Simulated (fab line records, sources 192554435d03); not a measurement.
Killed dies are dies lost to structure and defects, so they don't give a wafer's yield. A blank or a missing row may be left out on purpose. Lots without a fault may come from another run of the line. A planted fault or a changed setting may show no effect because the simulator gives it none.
Which tool did it? | flow n5_finfet | 24 lots, 72 wafers sampled, at 6 steps of a route of 1938

WHAT THE GAUGES READ, wafer by wafer
N5_BEOL_M7_RS_MEAS_57: measures by four-point-probe. Usual: M7_RS 0.287 ohm/sq, standard deviation 0.009.
lot  | measured     | on            | M7_RS (ohm/sq)    | flag
L075 | day 9 12:30  | film_metro-02 | 0.282 0.287 0.286 |
L077 | day 9 13:26  | film_metro-01 | 0.285 0.279 0.294 |
L074 | day 9 14:42  | film_metro-02 | 0.287 0.307 0.300 |
L076 | day 9 15:52  | film_metro-01 | 0.286 0.287 0.280 |
L080 | day 10 17:29 | film_metro-01 | 0.296 0.298 0.303 |
L079 | day 10 17:44 | film_metro-01 | 0.288 0.279 0.280 |
L078 | day 10 17:54 | film_metro-01 | 0.291 0.287 0.282 |
L081 | day 11 01:08 | film_metro-01 | 0.273 0.282 0.282 |
L082 | day 11 11:53 | film_metro-01 | 0.278 0.284 0.285 |
L083 | day 11 17:20 | film_metro-01 | 0.287 0.289 0.282 |
L084 | day 12 00:17 | film_metro-02 | 0.313 0.295 0.298 |
L086 | day 12 01:22 | film_metro-02 | 0.287 0.280 0.278 |
L085 | day 12 08:23 | film_metro-02 | 0.288 0.308 0.283 |
L087 | day 12 20:07 | film_metro-02 | 0.280 0.301 0.305 |
L088 | day 13 05:32 | film_metro-02 | 0.285 0.291 0.274 |
L090 | day 13 07:37 | film_metro-02 | 0.284 0.278 0.281 |
L092 | day 13 12:47 | film_metro-01 | 0.271 0.283 0.279 |
L089 | day 13 20:46 | film_metro-02 | 0.292 0.274 0.290 |
L091 | day 13 23:08 | film_metro-02 | 0.289 0.278 0.283 |
L093 | day 14 05:38 | film_metro-02 | 0.286 0.304 0.286 |
L095 | day 14 15:35 | film_metro-02 | 0.284 0.288 0.283 |
L094 | day 14 15:49 | film_metro-02 | 0.276 0.275 0.279 |
L096 | day 15 00:17 | film_metro-01 | 0.271 0.279 0.274 |
L097 | day 15 11:29 | film_metro-01 | 0.286 0.279 0.284 |

N5_BEOL_M7_INSPECT_58: inspects for defects (darkfield). Usual: raw_defect_count 72, standard deviation 23.
lot  | measured     | on                | raw_defect_count | flag
L075 | day 9 12:32  | defect_inspect-01 | 67 88 77         |
L077 | day 9 13:28  | defect_inspect-01 | 68 72 58         |
L074 | day 9 14:44  | defect_inspect-02 | 78 85 99         |
L076 | day 9 15:53  | defect_inspect-02 | 69 78 51         |
L080 | day 10 17:30 | defect_inspect-02 | 59 69 49         |
L079 | day 10 17:46 | defect_inspect-01 | 44 44 44         |
L078 | day 10 17:55 | defect_inspect-02 | 90 78 77         |
L081 | day 11 01:10 | defect_inspect-02 | 85 61 68         |
L082 | day 11 11:54 | defect_inspect-01 | 75 89 85         |
L083 | day 11 17:22 | defect_inspect-01 | 31 46 69         |
L084 | day 12 00:19 | defect_inspect-01 | 55 78 105        |
L086 | day 12 01:23 | defect_inspect-02 | 60 86 73         |
L085 | day 12 08:25 | defect_inspect-01 | 45 59 85         |
L087 | day 12 20:08 | defect_inspect-01 | 66 31 56         |
L088 | day 13 05:34 | defect_inspect-01 | 44 46 57         |
L090 | day 13 07:38 | defect_inspect-01 | 65 84 58         |
L092 | day 13 12:48 | defect_inspect-02 | 159 77 80        |
L089 | day 13 20:48 | defect_inspect-02 | 55 61 83         |
L091 | day 13 23:09 | defect_inspect-02 | 63 73 92         |
L093 | day 14 05:39 | defect_inspect-02 | 131 65 134       |
L095 | day 14 15:37 | defect_inspect-02 | 45 70 92         |
L094 | day 14 15:50 | defect_inspect-02 | 99 53 89         |
L096 | day 15 00:19 | defect_inspect-01 | 78 90 44         |
L097 | day 15 11:30 | defect_inspect-02 | 87 89 66         |

N5_BEOL_M9_THK_MEAS_01. Usual: M9_ILD_THK 269 nm, standard deviation 3.4.
lot  | measured     | on            | M9_ILD_THK (nm) | flag
L075 | day 10 05:40 | film_metro-02 | 267 272 276     |
L077 | day 10 05:56 | film_metro-01 | 272 276 274     |
L074 | day 10 05:23 | film_metro-01 | 268 268 275     |
L076 | day 10 06:40 | film_metro-02 | 265 266 270     |
L080 | day 11 03:07 | film_metro-02 | 262 271 266     |
L079 | day 11 04:02 | film_metro-01 | 265 268 266     |
L078 | day 11 04:28 | film_metro-01 | 269 271 273     |
L081 | day 11 09:55 | film_metro-01 | 266 274 276     |
L082 | day 11 20:49 | film_metro-02 | 271 267 276     |
L083 | day 12 00:43 | film_metro-01 | 265 265 266     |
L084 | day 12 08:49 | film_metro-02 | 263 266 268     |
L086 | day 12 09:16 | film_metro-01 | 270 273 273     |
L085 | day 12 18:23 | film_metro-02 | 269 270 267     |
L087 | day 13 06:48 | film_metro-02 | 266 267 268     |
L088 | day 13 13:45 | film_metro-02 | 264 266 270     |
L090 | day 13 16:04 | film_metro-02 | 265 266 269     |
L092 | day 13 22:40 | film_metro-01 | 267 265 273     |
L089 | day 14 06:11 | film_metro-02 | 267 269 269     |
L091 | day 14 07:05 | film_metro-01 | 267 270 277     |
L093 | day 14 15:09 | film_metro-02 | 274 276 270     |
L095 | day 15 01:28 | film_metro-01 | 267 269 270     |
L094 | day 15 01:24 | film_metro-02 | 268 267 267     |
L096 | day 15 08:53 | film_metro-01 | 266 273 276     |
L097 | day 15 20:09 | film_metro-02 | 270 268 272     |

WHICH TOOL RAN EACH LOT (tool, then ch and the chambers of the sampled wafers, then the start)
lot  | N5_BEOL_M7_SPUTTER_48        | N5_BEOL_M8_PECVD_70             | N5_BEOL_M9_CURE_71
L075 | pvd_sputter-03, day 9 11:18  | pecvd-03 ch 0,1, day 9 13:11    | uv_cure-01 ch 0, day 10 05:14
L077 | pvd_sputter-02, day 9 12:31  | pecvd-03 ch 0,1, day 9 14:10    | uv_cure-02 ch 0, day 10 05:35
L074 | pvd_sputter-01, day 9 13:24  | pecvd-04 ch 0,1,2, day 9 15:23  | uv_cure-02 ch 1, day 10 04:53
L076 | pvd_sputter-02, day 9 14:37  | pecvd-03 ch 0,1, day 9 16:34    | uv_cure-03 ch 1, day 10 06:19
L080 | pvd_sputter-03, day 10 16:18 | pecvd-04 ch 0,1,2, day 10 18:09 | uv_cure-02 ch 1, day 11 02:41
L079 | pvd_sputter-02, day 10 16:34 | pecvd-01 ch 0,2, day 10 18:26   | uv_cure-01 ch 1, day 11 03:31
L078 | pvd_sputter-03, day 10 16:35 | pecvd-04 ch 0,1, day 10 18:38   | uv_cure-02 ch 1, day 11 04:02
L081 | pvd_sputter-02, day 11 00:08 | pecvd-03 ch 1,2, day 11 02:04   | uv_cure-02 ch 0, day 11 09:05
L082 | pvd_sputter-01, day 11 10:49 | pecvd-01 ch 0,1,2, day 11 13:02 | uv_cure-01 ch 2, day 11 20:19
L083 | pvd_sputter-03, day 11 16:19 | pecvd-04 ch 0,1, day 11 18:01   | uv_cure-01 ch 1, day 12 00:12
L084 | pvd_sputter-01, day 11 23:15 | pecvd-01 ch 1,2, day 12 00:58   | uv_cure-02 ch 2, day 12 08:18
L086 | pvd_sputter-01, day 12 00:26 | pecvd-01 ch 1,2, day 12 02:02   | uv_cure-03 ch 1, day 12 08:45
L085 | pvd_sputter-03, day 12 06:56 | pecvd-03 ch 0,2, day 12 09:04   | uv_cure-03 ch 0, day 12 18:02
L087 | pvd_sputter-01, day 12 18:52 | pecvd-01 ch 0,1,2, day 12 20:47 | uv_cure-02 ch 2, day 13 06:17
L088 | pvd_sputter-01, day 13 04:29 | pecvd-04 ch 0,1,2, day 13 06:13 | uv_cure-02 ch 0, day 13 13:14
L090 | pvd_sputter-01, day 13 06:22 | pecvd-01 ch 0,1,2, day 13 08:17 | uv_cure-01 ch 1, day 13 15:23
L092 | pvd_sputter-03, day 13 11:44 | pecvd-03 ch 1,2, day 13 13:27   | uv_cure-03 ch 0, day 13 22:13
L089 | pvd_sputter-02, day 13 19:37 | pecvd-03 ch 0,1,2, day 13 21:29 | uv_cure-01 ch 1, day 14 05:40
L091 | pvd_sputter-01, day 13 22:03 | pecvd-03 ch 0,1, day 14 00:17   | uv_cure-02 ch 1, day 14 06:39
L093 | pvd_sputter-02, day 14 04:25 | pecvd-04 ch 0,1,2, day 14 06:19 | uv_cure-03 ch 2, day 14 14:52
L095 | pvd_sputter-01, day 14 14:08 | pecvd-01 ch 1,2, day 14 16:16   | uv_cure-03 ch 1, day 15 01:07
L094 | pvd_sputter-01, day 14 14:44 | pecvd-03 ch 0,1, day 14 16:29   | uv_cure-02 ch 0, day 15 00:53
L096 | pvd_sputter-01, day 14 23:04 | pecvd-04 ch 0,1,2, day 15 00:58 | uv_cure-02 ch 0, day 15 08:32
L097 | pvd_sputter-03, day 15 10:15 | pecvd-03 ch 0,2, day 15 12:38   | uv_cure-03 ch 2, day 15 19:38
- N5_BEOL_M7_SPUTTER_48: material Cu, target thk 10 nm, time 1.667 s.
- N5_BEOL_M8_PECVD_70: deposits SiO2 from TEOS/O2, target thk 20 nm, time 22.7 s.
- N5_BEOL_M9_CURE_71: cures SiCOH lowk, time 240 s.

WHAT THE TOOLS THEMSELVES READ (means of the sampled wafers that have a number; where no wafer has one, the mark that the record gives instead)
N5_BEOL_M7_SPUTTER_48. Usual: throttle_valve_pct 29.7 %, standard deviation 1.1.
lot  | tool           | throttle_valve_pct (%) | flag
L075 | pvd_sputter-03 | 30.8                   |
L077 | pvd_sputter-02 | 29.9                   |
L074 | pvd_sputter-01 | 29.5                   |
L076 | pvd_sputter-02 | 29.3                   |
L080 | pvd_sputter-03 | 29.8                   |
L079 | pvd_sputter-02 | 29.6                   |
L078 | pvd_sputter-03 | 29.7                   |
L081 | pvd_sputter-02 | 29.4                   |
L082 | pvd_sputter-01 | 29.5                   |
L083 | pvd_sputter-03 | 30.8                   |
L084 | pvd_sputter-01 | 29.4                   |
L086 | pvd_sputter-01 | 29.7                   |
L085 | pvd_sputter-03 | 31.1                   |
L087 | pvd_sputter-01 | 28.6                   |
L088 | pvd_sputter-01 | 28.8                   |
L090 | pvd_sputter-01 | 28.9                   |
L092 | pvd_sputter-03 | 30.8                   |
L089 | pvd_sputter-02 | 30.0                   |
L091 | pvd_sputter-01 | 29.6                   |
L093 | pvd_sputter-02 | 30.1                   |
L095 | pvd_sputter-01 | 29.6                   |
L094 | pvd_sputter-01 | 29.6                   |
L096 | pvd_sputter-01 | 29.4                   |
L097 | pvd_sputter-03 | 30.5                   |

N5_BEOL_M8_PECVD_70. Usual: heater_power_w 687 W, standard deviation 74; showerhead_plenum_p_Torr 8.77 Torr, standard deviation 0.064; throttle_valve_pct 22.3 %, standard deviation 1.1.
lot  | tool     | heater_power_w (W) | showerhead_plenum_p_Torr (Torr) | throttle_valve_pct (%) | flag
L075 | pecvd-03 | 624                | 8.84                            | 23.3                   |
L077 | pecvd-03 | 651                | 8.81                            | 23.1                   |
L074 | pecvd-04 | 755                | 8.78                            | 22.0                   |
L076 | pecvd-03 | 603                | 8.82                            | 22.9                   |
L080 | pecvd-04 | 788                | 8.76                            | 22.2                   |
L079 | pecvd-01 | 692                | 8.70                            | 21.8                   |
L078 | pecvd-04 | 773                | 8.76                            | 21.9                   |
L081 | pecvd-03 | 630                | 8.81                            | 22.2                   |
L082 | pecvd-01 | 700                | 8.70                            | 22.1                   |
L083 | pecvd-04 | 704                | 8.74                            | 21.8                   |
L084 | pecvd-01 | 633                | 8.70                            | 22.3                   |
L086 | pecvd-01 | 668                | 8.75                            | 21.7                   |
L085 | pecvd-03 | 628                | 8.84                            | 21.5                   |
L087 | pecvd-01 | 704                | 8.69                            | 22.1                   |
L088 | pecvd-04 | 756                | 8.77                            | 22.2                   |
L090 | pecvd-01 | 676                | 8.70                            | 22.1                   |
L092 | pecvd-03 | 642                | 8.82                            | 22.3                   |
L089 | pecvd-03 | 646                | 8.83                            | 22.3                   |
L091 | pecvd-03 | 660                | 8.81                            | 23.5                   |
L093 | pecvd-04 | 746                | 8.77                            | 22.3                   |
L095 | pecvd-01 | 644                | 8.72                            | 22.2                   |
L094 | pecvd-03 | 678                | 8.83                            | 23.4                   |
L096 | pecvd-04 | 677                | 8.76                            | 22.2                   |
L097 | pecvd-03 | 665                | 8.84                            | 21.7                   |

N5_BEOL_M9_CURE_71. Usual: lamp_power_pct 52.31 %, standard deviation 0.047; wafer_temp_C_max 386.8, standard deviation 0.87.
lot  | tool       | lamp_power_pct (%) | wafer_temp_C_max | flag
L075 | uv_cure-01 | 52.33              | 387.0            |
L077 | uv_cure-02 | 52.25              | 386.4            |
L074 | uv_cure-02 | 52.36              | 385.9            |
L076 | uv_cure-03 | 52.28              | 387.3            |
L080 | uv_cure-02 | 52.31              | 385.8            |
L079 | uv_cure-01 | 52.29              | 387.8            |
L078 | uv_cure-02 | 52.29              | 386.1            |
L081 | uv_cure-02 | 52.31              | 385.9            |
L082 | uv_cure-01 | 52.32              | 387.0            |
L083 | uv_cure-01 | 52.31              | 387.7            |
L084 | uv_cure-02 | 52.28              | 387.1            |
L086 | uv_cure-03 | 52.35              | 386.4            |
L085 | uv_cure-03 | 52.28              | 387.9            |
L087 | uv_cure-02 | 52.29              | 387.2            |
L088 | uv_cure-02 | 52.31              | 386.0            |
L090 | uv_cure-01 | 52.27              | 388.2            |
L092 | uv_cure-03 | 52.31              | 387.6            |
L089 | uv_cure-01 | 52.31              | 387.8            |
L091 | uv_cure-02 | 52.26              | 386.0            |
L093 | uv_cure-03 | 52.30              | 386.9            |
L095 | uv_cure-03 | 52.30              | 386.4            |
L094 | uv_cure-02 | 52.29              | 385.9            |
L096 | uv_cure-02 | 52.28              | 385.7            |
L097 | uv_cure-03 | 52.29              | 386.8            |

THE ANSWER, worked out from the rows above alone
Rule: a lot is off if the mean of its wafers that have a number lies more than 3 standard deviations from the usual mean. A lot without any number at a reading at which 4 lots or more have one is off too. The other lots that the step has rows for count as sound. The gauges are gone through in route order, then the tools' own readings, and for those a lot's mean is taken as printed above. The first step at which some lot is off is used, and at that step the reading that is off furthest; a lot without a number counts as furthest.
No lot is off at any reading shown: from this, nothing can be told.

WHAT THE SIMULATOR HAD PUT IN
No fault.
